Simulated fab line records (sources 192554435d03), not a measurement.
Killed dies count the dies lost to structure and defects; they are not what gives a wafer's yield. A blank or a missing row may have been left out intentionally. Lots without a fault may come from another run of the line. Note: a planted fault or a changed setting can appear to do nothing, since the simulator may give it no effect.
Matching of chambers	flow n5Finfet	rieDiel-02 running N5_MOL_CONTACT_COAG_ETCHBACK_136: 4 sister chambers
The step etches SiO2 in CHF3, target depth 25 nm, time 16.7 s. 18 wafers are shown with their chamber, then 9 later ones without.

== WAFERS, EACH WITH ITS CHAMBER ==
wafer	chamber	showerheadPlenumPTorr (Torr)	drypumpMotorCurrentA (A)	rfVppV (V)
L075.3	3	2.41	4.9	528
L075.4	2	2.54	5.8	510
L075.6	0	2.29	6.1	550
L076.1	2	2.54	5.8	514
L076.2	0	2.28	6.1	551
L076.6	2	2.54	5.8	512
L080.1	0	2.28	6.2	550
L080.2	2	2.54	5.8	511
L080.6	3	2.41	4.9	526
L082.2	0	2.28	6.1	549
L082.4	3	2.41	4.8	527
L082.5	2	2.53	5.8	512
L087.3	2	2.53	5.8	511
L087.4	3	2.41	4.8	529
L087.6	3	2.41	4.9	528
L092.1	3	2.40	4.9	528
L092.3	0	2.27	6.1	551
L092.4	1	2.40	5.2	535

SIGNATURES, as means of the wafers listed above
reading	chamber 0	chamber 1	chamber 2	chamber 3	scatter within a chamber
showerheadPlenumPTorr	2.2800	2.4000	2.5367	2.4083	0.00546
drypumpMotorCurrentA	6.120	5.200	5.800	4.867	0.039
rfVppV	550.20	535.00	511.67	527.67	1.12
Rule: for a wafer and a chamber, the distance is found by dividing, reading by reading, the gap between the wafer's reading and the chamber's mean by the reading's scatter, squaring, summing and taking the root. The wafer belongs to the nearest chamber; if the next one is less than 2 further off, it can't be placed. The scatter: take each reading less its chamber's mean, square it, sum over the shown wafers, divide by the number of wafers less the number of chambers, and take the root.

== WAFERS MISSING THEIR CHAMBER ==
wafer	showerheadPlenumPTorr (Torr)	drypumpMotorCurrentA (A)	rfVppV (V)
L094.1	2.40	4.8	529
L094.3	2.52	5.8	511
L094.5	2.40	5.2	534
L095.4	2.40	4.9	527
L095.5	2.40	5.2	535
L095.6	2.27	6.2	550
L097.2	2.40	4.9	526
L097.3	2.40	5.2	534
L097.5	2.40	4.9	526

== CHAMBER TAKEN BY EACH ==
wafer	from the rows above	in truth
L094.1	3	3
L094.3	2	2
L094.5	1	1
L095.4	3	3
L095.5	1	1
L095.6	0	0
L097.2	3	3
L097.3	1	1
L097.5	3	3
Placed correctly: 9 of 9. Left unplaced by these rows: 0. Placed wrongly: 0.
